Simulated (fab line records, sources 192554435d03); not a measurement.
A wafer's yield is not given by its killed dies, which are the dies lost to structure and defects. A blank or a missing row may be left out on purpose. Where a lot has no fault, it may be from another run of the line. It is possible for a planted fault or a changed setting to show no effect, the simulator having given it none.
Chamber matching | flow n5_finfet | 3 sister chambers for N5_BEOL_M0_SAQP_PECVD_96 on pecvd-01
The step deposits a-Si from SiH4/He, target thk 45 nm, time 45.2 s. 3 wafers are shown with their chamber, then 8 later ones without.

== WAFERS, EACH WITH ITS CHAMBER ==
wafer  | chamber | throttle_valve_pct (%)
L083.6 | 1       | 17.0
L086.4 | 2       | 17.4
L087.1 | 0       | 19.5

== WAFERS WITHOUT THEIR CHAMBER ==
wafer  | throttle_valve_pct (%)
L087.2 | 17.0
L087.6 | 16.8
L088.2 | 17.3
L088.5 | 19.4
L088.6 | 16.8
L097.4 | 17.3
L097.5 | 17.1
L097.6 | 19.5

== CHAMBER TAKEN BY EACH ==
wafer  | from the rows above     | in truth
L087.2 | 1                       | 1
L087.6 | 1                       | 1
L088.2 | can't be placed: 2 or 1 | 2
L088.5 | 0                       | 0
L088.6 | 1                       | 1
L097.4 | can't be placed: 2 or 1 | 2
L097.5 | can't be placed: 1 or 2 | 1
L097.6 | 0                       | 0
Correct placement for 5 of the 8. These rows do not allow placing 3 (true chamber among the candidates in 3). Placed wrongly: 0.
How it was worked out, from the rows above alone: a wafer's distance from a chamber is the root of the sum, over the readings, of the square of ((its reading less the chamber's mean) divided by the reading's scatter). If the next closest chamber is less than 2 further off than the closest, the wafer can't be placed; otherwise it belongs to the closest. A chamber's mean is the mean of its shown wafers. The scatter: root of mean squared gap, hidden wafer to nearest shown wafer, with one shown wafer a chamber.
